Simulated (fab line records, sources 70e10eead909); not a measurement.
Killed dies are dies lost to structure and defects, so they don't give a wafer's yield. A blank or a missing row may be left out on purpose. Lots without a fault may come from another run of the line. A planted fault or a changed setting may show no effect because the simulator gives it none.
Which tool did it? | flow nand_harc | 11 lots, 33 wafers sampled, at 2 steps of a route of 1159

WHAT THE GAUGES READ, wafer by wafer
NHARC_A_CONTACT_INSPECT_10.
lot  | measured     | on                | raw_defect_count
L970 | day 16 23:05 | defect_inspect-02 | 22 20 24
L972 | day 17 07:11 | defect_inspect-02 | 18 19 27
L976 | day 18 23:05 | defect_inspect-02 | 28 25 21
L979 | day 19 17:53 | defect_inspect-02 | 547 500 503
L980 | day 19 21:22 | defect_inspect-01 | 491 463 501
L984 | day 20 16:58 | defect_inspect-01 | 18 13 14
L987 | day 20 22:58 | defect_inspect-01 | 35 27 40
L986 | day 21 05:02 | defect_inspect-01 | 20 34 27
L988 | day 21 17:34 | defect_inspect-02 | 37 50 41
L992 | day 22 08:12 | defect_inspect-02 | 11 11 4
L989 | day 22 11:10 | defect_inspect-02 | 72 72 58

WHICH TOOL RAN EACH LOT (tool, then ch and the chambers of the sampled wafers, then the start)
lot  | NHARC_A_CONTACT_DEP_85
L970 | pecvd-01 ch 0,2, day 16 22:22
L972 | pecvd-04 ch 0,1,2, day 17 06:29
L976 | pecvd-04 ch 0,1,2, day 18 22:14
L979 | pecvd-02 ch 0,1, day 19 17:07
L980 | pecvd-02 ch 0,1, day 19 20:36
L984 | pecvd-01 ch 0,1, day 20 16:07
L987 | pecvd-01 ch 0,2, day 20 22:19
L986 | pecvd-01 ch 0,1, day 21 04:11
L988 | pecvd-04 ch 1,2, day 21 16:51
L992 | pecvd-04 ch 0,1,2, day 22 07:32
L989 | pecvd-01 ch 0,2, day 22 10:22
- NHARC_A_CONTACT_DEP_85: deposits SiON, target thk 50 nm.

THE ANSWER, worked out from the rows above alone
Rule: what is usual is taken from the lots themselves. Put in order of their means at a reading, lots are off if they are a third of the lots or fewer, leave a main group of 4 or more, and stand apart from it by a gap of 3 or more times the standard deviation of the main group's means; of several such gaps the widest counts. A main group whose means are all the same, to the digits that the tables above print for the reading, isn't used. A lot without any number at a reading at which 4 lots or more have one is off too. The other lots that the step has rows for count as sound.
Off: L979, L980, at NHARC_A_CONTACT_INSPECT_10 (raw_defect_count). The main group: mean 29, standard deviation 16.
A tool fits if, at a process step before that reading, it ran every lot that is off, and no sound lot after the first of them. The gauges at NHARC_A_CONTACT_INSPECT_10 are tried like those tools. One fits: pecvd-02 at NHARC_A_CONTACT_DEP_85. It ran no sound lot before its first lot that is off in this sample, so the start can't be narrowed down.

WHAT THE SIMULATOR HAD PUT IN
Chamber particle source: pecvd-02, from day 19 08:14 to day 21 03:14, at NHARC_A_CONTACT_DEP_85. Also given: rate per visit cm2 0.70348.
Lots struck among those shown: L979, L980. The rule above found the same.
